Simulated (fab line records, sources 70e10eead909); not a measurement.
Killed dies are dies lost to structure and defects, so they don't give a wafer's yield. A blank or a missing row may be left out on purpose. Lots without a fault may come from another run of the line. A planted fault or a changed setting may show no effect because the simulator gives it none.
A struck lot beside a sound one | flow nand_harc | 24 steps out of a route of 1302
Sound: wafers L394.2, L394.5, L394.6. Struck: wafer L402.1. (L402.3, L402.6 of the same lot were not struck and are left out.) The cause comes at the end.
At each step with rows: each side's tool, then ch and its chambers, then its first start. Under that, the readings that differ: sound wafers | struck wafers | difference of the means | sigmas: that difference in standard deviations of wafers without a fault.
alike: readings whose means differ by less than 2 such deviations, and words and numbers that are the same on both sides. not compared: withheld readings, readings that some wafer has no value for, bounds like >300 that may hide the same value, and numbers for which the record gives no deviation and whose values overlap.
The two part at a step that has a row with sigmas, a row that says differs or no value, or rows on one side only. Numbers that don't overlap but have no deviation are shown without sigmas and don't part them. A reading that every wafer of one side lacks parts them only if that side has two wafers or more.

NHARC_A_M0_INSPECT_27:
  sound on defect_inspect-02, day 22 21:19; struck on defect_inspect-01, day 27 00:52
  alike: raw_defect_count
NHARC_A_M0_PRE_CLEAN_31: time 12 s.
  sound on pecvd-04 ch 0,2, day 22 21:23; struck on pecvd-04 ch 2, day 27 01:00
  alike: heater_power_w
  not compared: since_wet_clean_h
NHARC_A_M0_DEP_32: deposits SiCN, target thk 30 nm.
  sound on pecvd-04 ch 0,2, day 22 21:31; struck on pecvd-04 ch 2, day 27 01:05
  alike: chamber_pressure_Torr, heater_power_w, showerhead_vpp_V
  not compared: since_wet_clean_h
then, 8 steps without rows for these wafers: NHARC_A_M1_DEP_00 (deposits SiOC, target thk 182.5 nm); NHARC_A_M1_DEHYDRATE_01 (time 120 s); NHARC_A_M1_HMDS_02 (time 30 s); NHARC_A_M1_COAT_34 (time 65 s); NHARC_A_M1_COAT_03 (resist thk 90 nm); NHARC_A_M1_SOFTBAKE_04 (time 55 s); NHARC_A_M1_EBR_05; NHARC_A_M1_EXPOSE_06 (exposes mask A M1, target cd 120 nm).
NHARC_A_M1_PEB_07: peb time 65 s.
  sound on litho_track-01 ch 0, day 22 22:41; struck on litho_track-06 ch 0, day 27 02:10
  reading                  | sound             | struck | difference | sigmas
  heater_power_total_W (W) | 156.5 157.1 156.3 | 168.8  | +12.2      | +28
then, 1 step without rows for these wafers: NHARC_A_M1_DEVELOP_08 (develop time 35 s).
NHARC_A_M1_CD_MEAS_09: target cd 120 nm.
  sound on cd_sem-03 ch 0, day 22 22:46; struck on cd_sem-02 ch 0, day 27 02:14
  reading    | sound             | struck | difference | sigmas
  cd_nm (nm) | 120.8 119.7 120.7 | 113.5  | -6.9       | -7
NHARC_A_M1_OVL_MEAS_10: pitch 240 nm.
  sound on overlay-02, day 22 22:51; struck on overlay-02, day 27 02:20
  alike: overlay_x_nm, overlay_y_nm
NHARC_A_M1_INSPECT_11:
  sound on defect_inspect-01, day 22 22:54; struck on defect_inspect-02, day 27 02:22
  alike: raw_defect_count
NHARC_A_M1_DESCUM_14: chemistry O2, time 3 s.
  sound on rie_diel-07 ch 1,2, day 22 22:58; struck on rie_diel-08 ch 3, day 27 02:26
  reading                     | sound             | struck | difference | sigmas
  drypump_motor_current_A (A) | 5.0 5.0 6.1       | 6.6    | +1.2       | +3
  model.A_M1.cd_nm (nm)       | 120.9 120.2 120.5 | 113.2  | -7.3       |
  alike: oes_product_au, rf_vpp_V, showerhead_plenum_p_Torr, throttle_valve_pct
  not compared: rf_hours_counter_h
NHARC_A_M1_ETCH_35: etches the open film in N2/H2, target depth 40 nm, overetch 12 nm, time 43.94 s.
  sound on rie_diel-07 ch 0,1,2, day 22 23:04; struck on rie_diel-08 ch 0, day 27 02:31
  alike: drypump_motor_current_A, h2_flow_sccm, n2_flow_sccm, oes_product_au, rf_vpp_V, showerhead_plenum_p_Torr, throttle_valve_pct
  not compared: rf_hours_counter_h
NHARC_A_M1_ETCH_15: etches the open film in C4F8/Ar, target depth 182.5 nm, time 91.2 s.
  sound on rie_diel-07 ch 0,1,3; struck on rie_diel-08 ch 3
  reading               | sound             | struck | difference | sigmas
  oes_product_au (a.u.) | 0.919 0.903 0.934 | 0.979  | +0.060     | +2
  rf_vpp_V (V)          | 442.8 443.3 441.7 | 436.0  | -6.6       | -3
  not compared: rf_hours_counter_h
NHARC_A_M1_CD_MEAS_16:
  sound on cd_sem-01, day 22 23:16; struck on cd_sem-03, day 27 02:44
  reading    | sound             | struck | difference | sigmas
  cd_nm (nm) | 121.4 120.2 120.0 | 113.0  | -7.5       | -6
NHARC_A_M1_STRIP_18: strips in N2/H2.
  sound on rie_diel-08 ch 0,1,3, day 22 23:23; struck on rie_diel-07 ch 0, day 27 02:50
  reading                         | sound          | struck | difference | sigmas
  showerhead_plenum_p_Torr (Torr) | 2.08 1.90 2.00 | 2.18   | +0.19      | +2
  alike: drypump_motor_current_A, h2_flow_sccm, n2_flow_sccm, oes_product_au, rf_vpp_V, throttle_valve_pct
  not compared: rf_hours_counter_h
NHARC_A_M1_ETCH_28: etches the open film in CF4/N2, target depth 30 nm, time 72.99 s.
  sound on rie_diel-08 ch 0,1; struck on rie_diel-07 ch 3
  reading               | sound           | struck | difference | sigmas
  model.A_M1.cd_nm (nm) | 121.2 120.7 120 | 112.4  | -8.2       |
  alike: cf4_flow_sccm, drypump_motor_current_A, n2_flow_sccm, oes_product_au, rf_vpp_V, showerhead_plenum_p_Torr, throttle_valve_pct
  not compared: rf_hours_counter_h
then, 1 step without rows for these wafers: NHARC_A_M1_STRIP_19 (strips in post etch residue remover, time 600 s).
NHARC_END_SORT_01:
  sound on prober-01 ch 0, day 24 11:04; struck on prober-01 ch 0, day 28 13:03
  alike: defect_limited_yield, killed_at_array, killed_at_other, killed_at_periphery, killed_dies, killed_open, killed_short

WHERE THEY PART
First at NHARC_A_M1_PEB_07; last, within this record, at NHARC_A_M1_STRIP_18. Later steps at which nothing parts them and some readings are alike: NHARC_A_M1_ETCH_28, NHARC_END_SORT_01.

WHY: what the simulator had put in
Process parameter drift: litho_track-06, from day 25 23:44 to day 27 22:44, at NHARC_A_M1_PEB_07. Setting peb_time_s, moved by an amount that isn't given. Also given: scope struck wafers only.
